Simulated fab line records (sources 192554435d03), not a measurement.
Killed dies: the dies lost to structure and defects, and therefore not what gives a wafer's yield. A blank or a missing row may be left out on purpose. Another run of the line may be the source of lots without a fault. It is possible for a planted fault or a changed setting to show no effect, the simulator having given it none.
fab line records	flow n5_finfet
[record] lots = 7	wafers = 39
route steps=1938 shown WELL_APT@55 DUMMY_GATE@215 HKMG_FIN@435 GATE_CUT@466 MOL_CONTACT_COAG@535
start_h: start of the lot's first displayed wafer, in hours after the record's first day	wait_h: hours elapsed since this lot's preceding step	" as in the row above	L1.1+2: a single row standing in for several wafers	- no value, or no start was given	* or withheld: withheld	< > ~ a bound
route shown NAME@n: a module of which the file shows steps, and the number in the route of the first	usual: mean/standard deviation of fault-free wafers	same: alike in all rows	chamber/n: place in a boat	sites: each site's reading	_std_site: how widely they spread, as a standard deviation	_edge_site: outer sites' mean less inner sites'	radius_mm: for every site, how far away it sits from the centre of the wafer	mask NAME#n: copy n	behind: tool/chamber where the wafer was last shaped	hold: reason for holding the lot/hours on hold/outcome of the hold	device: the n, p or np transistor that did not switch	end of line: the route-end tests of the same wafers	a step given without rows: its recipe and nothing more	killed: the dies lost at the first sort to structure and to defects; this is not the yield of the wafer	map: a wafer's dies, x killed, . not, _ none there
set.NAME: the setting that was run; set.NAME@STEP: the one run at that earlier step	model.NAME: the simulator's own value behind a step, which no gauge read
lots run with intentionally changed settings; tables by step, rows by wafer
[[steps]]
[step N5_WELL_APT_EPI_41]
[recipe] material = Si	target_thk_a = 500	temp_c = 650	precursor = SiH4/H2	pressure_torr = 20	time_s = 297.7
lot.wafer	tool	chamber	start_h	wait_h	set.time_s	model.Si_of_WELL_APT_EPI_41.thk_nm
L078.1	epi_rpcvd-03	0	40.60	0.0	319	54.58
L078.2	"	0	"	"	297.7	50.78
L078.3	"	0	"	"	319	54.32
L078.4	"	0	"	"	297.7	50.93
L078.5	"	0	"	"	297.7	51.14
L078.6	"	0	"	"	319	54.83
L079.1	epi_rpcvd-04	0	45.89	0.0	297.7	50.17
L079.2	"	0	"	"	317.2	53.37
L079.3	"	0	"	"	317.2	53.24
L079.4	"	0	"	"	297.7	50.78
L079.5	"	0	"	"	317.2	53.57
L079.6	"	0	"	"	297.7	49.96
L085.1	epi_rpcvd-04	0	82.59	0.0	297.7	51.55
L085.2	"	0	"	"	317.7	54.69
L085.3	"	0	"	"	297.7	51.28
L085.4	"	0	"	"	317.7	54.39
L085.5	"	0	"	"	317.7	54.37
L085.6	"	0	"	"	297.7	50.63
L087.1	epi_rpcvd-03	0	94.23	0.0	317.5	53.47
L087.2	"	0	"	"	297.7	49.66
L087.3	"	0	"	"	317.5	52.36
L087.4	"	0	"	"	317.5	52.08
L087.5	"	0	"	"	297.7	49.47
L087.6	"	0	"	"	297.7	49.83
L091.1	epi_rpcvd-02	0	118.15	0.0	297.7	49.81
L091.2	"	0	"	"	297.7	49.44
L091.3	"	0	"	"	306.3	51.51
L091.4	"	0	"	"	306.3	51.57
L091.5	"	0	"	"	297.7	50.57
L091.6	"	0	"	"	306.3	51.34
L092.1	epi_rpcvd-04	0	124.80	0.0	297.7	49.47
L092.2	"	0	"	"	297.7	49.93
L092.3	"	0	"	"	297.7	48.98
L092.4	"	0	"	"	287.1	48.32
L092.5	"	0	"	"	287.1	47.64
L092.6	"	0	"	"	287.1	47.39
L094.2	epi_rpcvd-02	0	136.05	0.1	297.7	49.42
L094.5	"	0	"	"	297.7	49.92
L094.6	"	0	"	"	297.7	49.93
[step N5_DUMMY_GATE_CVD_03]
[recipe] material = a-Si	target_thk_a = 1500	temp_c = 530	precursor = SiH4	time_s = 8042
lot.wafer	tool	chamber	start_h	wait_h	set.target_thk_a	model.a-Si_of_DUMMY_GATE_CVD_03.thk_nm
L078.1	-	-	-	0.1	1411	140.6
L078.2+6	"	-	"	"	1411	142.2
L078.3	"	-	"	"	1411	141
L078.4	"	-	"	"	1411	142.6
L078.5	"	-	"	"	1411	141.4
L079.1	-	-	-	0.3	1593	161.4
L079.2	"	-	"	"	1593	162
L079.3	"	-	"	"	1593	161.2
L079.4	"	-	"	"	1593	160
L079.5	"	-	"	"	1593	162.4
L079.6	"	-	"	"	1593	161
L085.1	-	-	-	0.1	1310	132.4
L085.2	"	-	"	"	1310	131.6
L085.3+5	"	-	"	"	1310	131.8
L085.4+6	"	-	"	"	1310	133.2
L087.1	-	-	-	0.1	1303	130.4
L087.2	"	-	"	"	1303	129
L087.3+4	"	-	"	"	1303	129.6
L087.5	"	-	"	"	1303	130.6
L087.6	"	-	"	"	1303	129.4
L091.1	-	-	-	0.1	1500	151.2
L091.2	"	-	"	"	1500	150.8
L091.3+5	"	-	"	"	1500	151
L091.4	"	-	"	"	1500	151.8
L091.6	"	-	"	"	1500	151.4
L092.1+2+6	-	-	-	0.1	1500	149.4
L092.3	"	-	"	"	1500	147.2
L092.4	"	-	"	"	1500	147.6
L092.5	"	-	"	"	1500	148
L094.2	lpcvd-01	1/20	159.69	2.1	1500	150.4
L094.5	"	1/34	"	"	1500	151.2
L094.6	"	1/39	"	"	1500	151.8
[step N5_DUMMY_GATE_ETCH_32]
[recipe] chemistry = CF4	target = SiO2	target_depth_a = 35	time_s = 3.9	ion_energy_ev = 350	pressure_mtorr = 10	icp_w = 800	bias_w = 400	cf4_flow_sccm = 80
lot.wafer	tool	chamber	start_h	wait_h	set.time_s	model.etch.depth_nm
L078.1	rie_si-01	1	74.54	0.1	4.403	3.942
L078.2	"	0	"	"	3.9	3.495
L078.3	"	3	"	"	4.403	3.943
L078.4	"	2	"	"	3.9	3.475
L078.5	"	1	"	"	4.403	3.944
L078.6	"	0	"	"	3.9	3.501
L079.1	rie_si-06	3	78.45	0.1	3.9	3.544
L079.2	"	0	"	"	3.9	3.473
L079.3	"	1	"	"	3.9	3.513
L079.4	"	2	"	"	3.9	3.503
L079.5	"	2	"	"	3.9	3.535
L079.6	"	3	"	"	3.9	3.533
L085.1	rie_si-05	0	118.23	0.1	3.9	3.506
L085.2	"	1	"	"	3.246	2.943
L085.3	"	3	"	"	3.9	3.557
L085.4	"	2	"	"	3.246	2.934
L085.5	"	2	"	"	3.9	3.526
L085.6	"	3	"	"	3.246	2.95
L087.1	rie_si-05	0	126.08	0.1	3.9	3.447
L087.2	"	2	"	"	3.9	3.48
L087.3	"	1	"	"	3.603	3.212
L087.4	"	3	"	"	3.603	3.227
L087.5	"	0	"	"	3.9	3.474
L087.6	"	3	"	"	3.603	3.243
L091.1	rie_si-01	1	148.38	0.1	3.31	2.917
L091.2	"	3	"	"	3.9	3.43
L091.3	"	2	"	"	3.31	2.905
L091.4	"	0	"	"	3.9	3.427
L091.5	"	2	"	"	3.31	2.906
L091.6	"	1	"	"	3.9	3.428
L092.1	rie_si-01	1	156.99	0.1	3.9	3.464
L092.2	"	0	"	"	3.9	3.473
L092.3	"	2	"	"	3.456	3.035
L092.4	"	3	"	"	3.9	3.445
L092.5	"	3	"	"	3.456	3.028
L092.6	"	2	"	"	3.456	3.043
L094.2	rie_si-05	0	168.86	0.1	3.9	3.479
L094.5	"	3	"	"	3.9	3.573
L094.6	"	0	"	"	3.9	3.489
[step N5_HKMG_FIN_ETCH_32]
[recipe] chemistry = N2/H2	target = SOC	target_depth_a = 2400	temp_c = 40	time_s = 300	ion_energy_ev = 200	mask_material = SiARC	pressure_mtorr = 30	source_w = 840	bias_w = 150	n2_flow_sccm = 200	h2_flow_sccm = 200
lot.wafer	tool	chamber	start_h	wait_h	set.target_depth_a	model.etch.depth_nm	model.HKMG_FIN.feature_depth_nm	model.SiARC_of_HKMG_FIN_COAT_30.thk_nm
L078.1	rie_diel-06	0	104.39	0.0	2288	227.5	227.6	21.8
L078.2	"	1	"	"	2288	231.2	231.2	21.6
L078.3	"	3	"	"	2288	232.9	232.8	21.4
L078.4	"	2	"	"	2400	236.8	236.8	21.2
L078.5	"	1	"	"	2400	240.3	240.4	21
L078.6	"	0	"	"	2400	237.3	237.4	21.4
L079.1	rie_diel-06	2	107.04	0.0	2163	212.5	212.4	22.8
L079.2	"	1	"	"	2163	215.4	215.4	22.8
L079.3	"	3	"	"	2163	217.7	217.8	22.4
L079.4	"	0	"	"	2400	239.3	239.4	21.4
L079.5	"	1	"	"	2400	240.8	240.8	21.2
L079.6	"	2	"	"	2400	234.8	234.8	21.6
L085.1	rie_diel-04	2	145.85	0.0	2524	259.6	259.6	19.8
L085.2	"	3	"	"	2400	241.8	241.8	21.2
L085.3	"	1	"	"	2400	241.7	241.6	21.2
L085.4	"	1	"	"	2400	240.9	241	21.2
L085.5	"	3	"	"	2524	254.9	255	20.4
L085.6	"	2	"	"	2524	257.7	257.8	20
L087.1	rie_diel-06	1	152.82	0.0	2400	240.1	240.2	21.2
L087.2	"	0	"	"	2400	238.4	238.4	21.2
L087.3	"	3	"	"	2400	245.9	245.8	20.6
L087.4	"	2	"	"	2400	237.1	237	21.2
L087.5	"	0	"	"	2400	237.7	237.6	21.4
L087.6	"	1	"	"	2400	240.6	240.6	21.2
L091.1	rie_diel-06	3	175.56	0.0	2126	213.5	213.6	22.6
L091.2	"	1	"	"	2126	212.4	212.4	22.8
L091.3	"	2	"	"	2400	235.9	235.8	21.4
L091.4	"	0	"	"	2400	236.1	236.2	21.4
L091.5	"	0	"	"	2400	235	235	21.6
L091.6	"	3	"	"	2126	215.5	215.6	22.6
L092.1	rie_diel-06	2	183.97	0.0	2555	251.3	251.4	20.2
L092.2	"	0	"	"	2555	249.9	249.8	20.4
L092.3	"	3	"	"	2400	243.8	243.8	20.6
L092.4	"	1	"	"	2400	237.6	237.6	21
L092.5	"	1	"	"	2400	238.4	238.4	21.2
L092.6	"	0	"	"	2555	249.8	249.8	20.4
L094.2	rie_diel-04	2	200.97	0.0	2400	240.8	240.8	21
L094.5	"	3	"	"	2400	240.4	240.4	21
L094.6	"	1	"	"	2400	243.2	243.2	21
[step N5_GATE_CUT_ETCH_56]
[recipe] chemistry = Cl2/Ar	target = TiN	target_depth_a = 216	pressure_mtorr = 10	icp_w = 600	bias_w = 60	Cl2_flow_sccm = 40	Ar_flow_sccm = 60
lot.wafer	tool	chamber	start_h	wait_h	set.icp_w	model.etch.depth_nm
L078.1	rie_metal-03	0	109.06	0.1	634.6	22.29
L078.2	"	1	"	"	634.6	22.4
L078.3	"	1	"	"	600	21.27
L078.4	"	0	"	"	634.6	22.3
L078.5	"	0	"	"	600	21.4
L078.6	"	1	"	"	600	21.28
L079.1	rie_metal-02	0	111.85	0.1	600	21.96
L079.2	"	1	"	"	600	22.07
L079.3	"	1	"	"	600	22.24
L079.4	"	0	"	"	600	21.93
L079.5	"	1	"	"	600	22.17
L079.6	"	0	"	"	600	21.81
L085.1	rie_metal-02	0	150.29	0.1	561.4	20.48
L085.2	"	1	"	"	561.4	21.07
L085.3	"	0	"	"	600	22.16
L085.4	"	1	"	"	600	22.37
L085.5	"	1	"	"	600	22.08
L085.6	"	0	"	"	561.4	20.61
L087.1	rie_metal-01	1	157.31	0.1	665.9	23.42
L087.2	"	0	"	"	600	21.56
L087.3	"	1	"	"	600	21.39
L087.4	"	0	"	"	600	21.52
L087.5	"	1	"	"	665.9	23.52
L087.6	"	0	"	"	665.9	23.83
L091.1	rie_metal-02	1	180.02	0.1	600	22.38
L091.2	"	0	"	"	600	21.86
L091.3	"	0	"	"	600	22.15
L091.4	"	1	"	"	714.6	26.05
L091.5	"	1	"	"	714.6	25.79
L091.6	"	0	"	"	714.6	25.61
L092.1	rie_metal-02	1	188.53	0.1	600	22.3
L092.2	"	0	"	"	526.5	19.53
L092.3	"	0	"	"	526.5	19.47
L092.4	"	1	"	"	526.5	19.9
L092.5	"	0	"	"	600	21.94
L092.6	"	1	"	"	600	22.16
L094.2	rie_metal-03	0	205.82	0.1	600	21.45
L094.5	"	0	"	"	600	21.33
L094.6	"	1	"	"	600	21.2
[step N5_MOL_CONTACT_COAG_CONTACT_ETCH_14]
[recipe] chemistry = C4F6/O2	target = SiO2	target_depth_a = 275	overetch_a = 85	mask_material = SOC	pressure_mtorr = 30	source_w = 370	bias_w = 185	Ar_flow_sccm = 300	C4F6_flow_sccm = 16	O2_flow_sccm = 10	time_s = 20	ion_energy_ev = 259.6
[usual] rf_vpp_V = 693/3.1
lot.wafer	tool	chamber	start_h	wait_h	set.source_w	rf_vpp_V
L078.1	rie_diel-04	0	117.36	0.0	318.9	722
L078.2	"	3	"	"	370	698
L078.3	"	2	"	"	318.9	723
L078.4	"	0	"	"	370	693
L078.5	"	2	"	"	370	690
L078.6	"	3	"	"	318.9	734
L079.1	rie_diel-06	0	119.85	0.0	320.9	724
L079.2	"	3	"	"	320.9	725
L079.3	"	2	"	"	370	689
L079.4	"	1	"	"	320.9	729
L079.5	"	3	"	"	370	693
L079.6	"	0	"	"	370	690
L085.1	rie_diel-02	3	158.05	0.0	436.6	661
L085.2	"	1	"	"	370	695
L085.3	"	2	"	"	370	693
L085.4	"	0	"	"	436.6	656
L085.5	"	1	"	"	370	697
L085.6	"	0	"	"	436.6	656
L087.1	rie_diel-02	2	165.04	0.0	370	696
L087.2	"	1	"	"	370	696
L087.3	"	3	"	"	370	692
L087.4	"	0	"	"	370	690
L087.5	"	3	"	"	370	692
L087.6	"	0	"	"	370	690
L091.1	rie_diel-04	3	190.21	0.0	437.8	667
L091.2	"	1	"	"	437.8	653
L091.3	"	2	"	"	370	689
L091.4	"	0	"	"	370	692
L091.5	"	3	"	"	437.8	667
L091.6	"	0	"	"	370	691
L092.1	rie_diel-06	1	198.83	0.0	324.6	726
L092.2	"	2	"	"	370	689
L092.3	"	0	"	"	370	689
L092.4	"	3	"	"	324.6	721
L092.5	"	0	"	"	324.6	722
L092.6	"	1	"	"	370	695
L094.2	rie_diel-02	0	213.84	0.0	370	690
L094.5	"	3	"	"	370	692
L094.6	"	2	"	"	370	693
[[key]]
[split] step = N5_WELL_APT_EPI_41	setting = time_s	stated = 297.7	by = wafer
[response] step = N5_WELL_APT_EPI_41	reading = model.Si_of_WELL_APT_EPI_41.thk_nm	change = +0.483	per = 1%	r = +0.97
[split] step = N5_DUMMY_GATE_CVD_03	setting = target_thk_a	stated = 1500	by = lot
[response] step = N5_DUMMY_GATE_CVD_03	reading = model.a-Si_of_DUMMY_GATE_CVD_03.thk_nm	change = +1.54	per = 1%	r = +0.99
[split] step = N5_DUMMY_GATE_ETCH_32	setting = time_s	stated = 3.9	by = wafer
[response] step = N5_DUMMY_GATE_ETCH_32	reading = model.etch.depth_nm	change = +0.035	per = 1%	r = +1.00
[split] step = N5_HKMG_FIN_ETCH_32	setting = target_depth_a	stated = 2400	by = wafer
[response] step = N5_HKMG_FIN_ETCH_32	reading = model.etch.depth_nm	change = +2.08	per = 1%	r = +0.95
[response] step = N5_HKMG_FIN_ETCH_32	reading = model.HKMG_FIN.feature_depth_nm	change = +2.08	per = 1%	r = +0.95
[response] step = N5_HKMG_FIN_ETCH_32	reading = model.SiARC_of_HKMG_FIN_COAT_30.thk_nm	change = -0.119	per = 1%	r = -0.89
[split] step = N5_GATE_CUT_ETCH_56	setting = icp_w	stated = 600	by = wafer
[response] step = N5_GATE_CUT_ETCH_56	reading = model.etch.depth_nm	change = +0.196	per = 1%	r = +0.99
[split] step = N5_MOL_CONTACT_COAG_CONTACT_ETCH_14	setting = source_w	stated = 370	by = wafer
[response] step = N5_MOL_CONTACT_COAG_CONTACT_ETCH_14	reading = rf_vpp_V	change = -2.12	per = 1%	r = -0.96
